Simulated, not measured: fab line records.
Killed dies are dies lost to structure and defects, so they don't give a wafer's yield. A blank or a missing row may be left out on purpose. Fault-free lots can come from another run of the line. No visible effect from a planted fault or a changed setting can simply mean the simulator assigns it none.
A lot that was struck, set against a sound lot	flow n5-finfet	38 steps out of a route of 1938
Sound: these wafers, L602.1, L602.2, L602.4. Struck: wafer L621.6 (L621.3, L621.5, from the same lot, were not struck and are left out); the cause is given at the end.
Order at every step that has rows: each side's tool, ch and its chambers, its first start. Under that, the readings that differ: sound wafers	struck wafers	difference of the means	sigmas: that difference in standard deviations of wafers without a fault.
alike: words and numbers the same on both sides, and readings whose means are apart by under 2 such deviations; not compared: readings that were withheld, readings missing a value for some wafer, numbers with overlapping values and no deviation given by the record, and bounds like >300 which may hide the same value.
A row with sigmas, a row that says differs or no value, or rows on one side alone: a step with any of these is where the two part. Numbers that don't overlap but have no deviation are shown without sigmas and don't part them. Lack of a reading on every wafer of one side parts them only where that side has two or more wafers.

first, 11 steps without rows for these wafers: N5_PMOS_HMC_CHANNEL_EPI_STRIP_17 (strips in SPM, time 750 s); N5_PMOS_HMC_CHANNEL_EPI_ETCH_38 (etches SiO2 in CF4, target depth 1.5 nm); N5_PMOS_HMC_CHANNEL_EPI_FIN_RECESS_16 (chemistry HBr/Cl2, target Si, target depth 54 nm, time 18 s); N5_PMOS_HMC_CHANNEL_EPI_PRECLEAN_36 (cleans in O3/DIW, time 45 s); N5_PMOS_HMC_CHANNEL_EPI_PRECLEAN_18 (cleans in DHF, time 30 s); N5_PMOS_HMC_CHANNEL_EPI_SRD_19 (time 30 s); N5_PMOS_HMC_CHANNEL_EPI_EPI_20 (deposits SiGe30, target thk 59 nm); N5_PMOS_HMC_CHANNEL_EPI_HM_STRIP_35 (strips SiO2 in dHF, material SiO2, target depth 39.6 nm, time 216 s); N5_PMOS_HMC_CHANNEL_EPI_SRD_39 (time 30 s); N5_PMOS_HMC_CHANNEL_EPI_CMP_21 (polishes SiGe30, target thk 54 nm); N5_PMOS_HMC_CHANNEL_EPI_PRECLEAN_40 (cleans in DHF, time 30 s).
N5_PMOS_HMC_CHANNEL_EPI_PRECLEAN_37: cleans in O3/DIW, time 45 s.
  sound on wet-bench-03 ch 0,1,4, day 1 19:46; struck on wet-bench-03 ch 2,5,6, day 6 13:35
then, 3 steps without rows for these wafers: N5_PMOS_HMC_CHANNEL_EPI_PRECLEAN_24 (cleans in DHF, time 30 s); N5_PMOS_HMC_CHANNEL_EPI_SRD_25 (time 30 s); N5_PMOS_HMC_CHANNEL_EPI_EPI_26 (deposits Si from SiH4/H2, target thk 3.8 nm, time 22.7 s).
N5_PMOS_HMC_CHANNEL_EPI_INSPECT_30: inspects for defects (darkfield).
  sound on defect-inspect-01, day 1 20:18; struck on defect-inspect-01, day 6 14:01
reading	sound	struck	difference	sigmas
raw-defect-count	17 22 29	277	+254	+43
then, 19 steps without rows for these wafers: N5_FIN_SAQP_PRECLEAN_42 (cleans in O3/DIW, time 60 s); N5_FIN_SAQP_PRECLEAN_00 (cleans in SC1, time 60 s); N5_FIN_SAQP_PRECLEAN_44 (cleans in SC2, time 45 s); N5_FIN_SAQP_SRD_01 (time 30 s); N5_FIN_SAQP_ALD_61 (deposits SiO2, target thk 4 nm, pulse time 1 s, purge time 2 s); N5_FIN_SAQP_DENSIFY_62 (time 60 s); N5_FIN_SAQP_HM_DEP_03 (deposits SiNx from SiH4/NH3/N2, target thk 38 nm, time 33.6 s); N5_FIN_SAQP_PECVD_47 (deposits a-Si from SiH4/He, target thk 45 nm, time 36.3 s); N5_FIN_SAQP_PECVD_48 (deposits SiNx from SiH4/NH3/N2, target thk 25 nm, time 22.1 s); N5_FIN_SAQP_PECVD_06 (deposits a-Si from SiH4/He, target thk 60 nm, time 48.1 s); N5_FIN_SAQP_HM_DEP_72 (deposits SiO2 from SiH4/N2O, target thk 12 nm, time 7.2 s); N5_FIN_SAQP_COAT_49 (time 60 s, resist thk 100 nm); N5_FIN_SAQP_COAT_50 (time 60 s, resist thk 35 nm); N5_FIN_SAQP_COAT_10 (resist thk 90 nm); N5_FIN_SAQP_EBR_12; N5_FIN_SAQP_SOFTBAKE_11 (time 60 s); N5_FIN_SAQP_EXPOSE_13 (exposes mask FIN CORE, target cd 35.6 nm); N5_FIN_SAQP_PEB_14 (peb time 60 s); N5_FIN_SAQP_DEVELOP_15 (develop time 30 s).
N5_FIN_CUT_INSPECT_10: inspects for defects (brightfield).
  sound on defect-inspect-02, day 2 02:46; struck on defect-inspect-02, day 6 20:47
reading	sound	struck	difference	sigmas
raw-defect-count	44 44 43	289	+245	+19
-- the record jumps here: 6 days lie between the struck wafers' starts before and after (it left off in module FIN_CUT and takes up again in module BEOL_M4, whose first step shown is number 1111 of the route) --
N5_BEOL_M4_RC_MEAS_101:
  sound on prober-02 ch 0, day 8 20:29; struck on prober-02 ch 0, day 13 06:05
  alike: DIBL_N, DIBL_P, IOFF_N, IOFF_P, ION_N, ION_P, SS_N, SS_P, VT_N, VT_P
-- the record jumps here: 5 days lie between the struck wafers' starts before and after (it left off in module BEOL_M4 and takes up again in module PASSIVATION, whose first step shown is number 1936 of the route) --
N5_PASSIVATION_PROBE_49:
  only the struck wafers here have rows in the record (prober-01, day 17 21:50); the sound ones have none

WHERE THEY PART
Last at N5_PASSIVATION_PROBE_49 as far as this record goes, first at N5_PMOS_HMC_CHANNEL_EPI_INSPECT_30.

WHY: whatever the simulator had introduced
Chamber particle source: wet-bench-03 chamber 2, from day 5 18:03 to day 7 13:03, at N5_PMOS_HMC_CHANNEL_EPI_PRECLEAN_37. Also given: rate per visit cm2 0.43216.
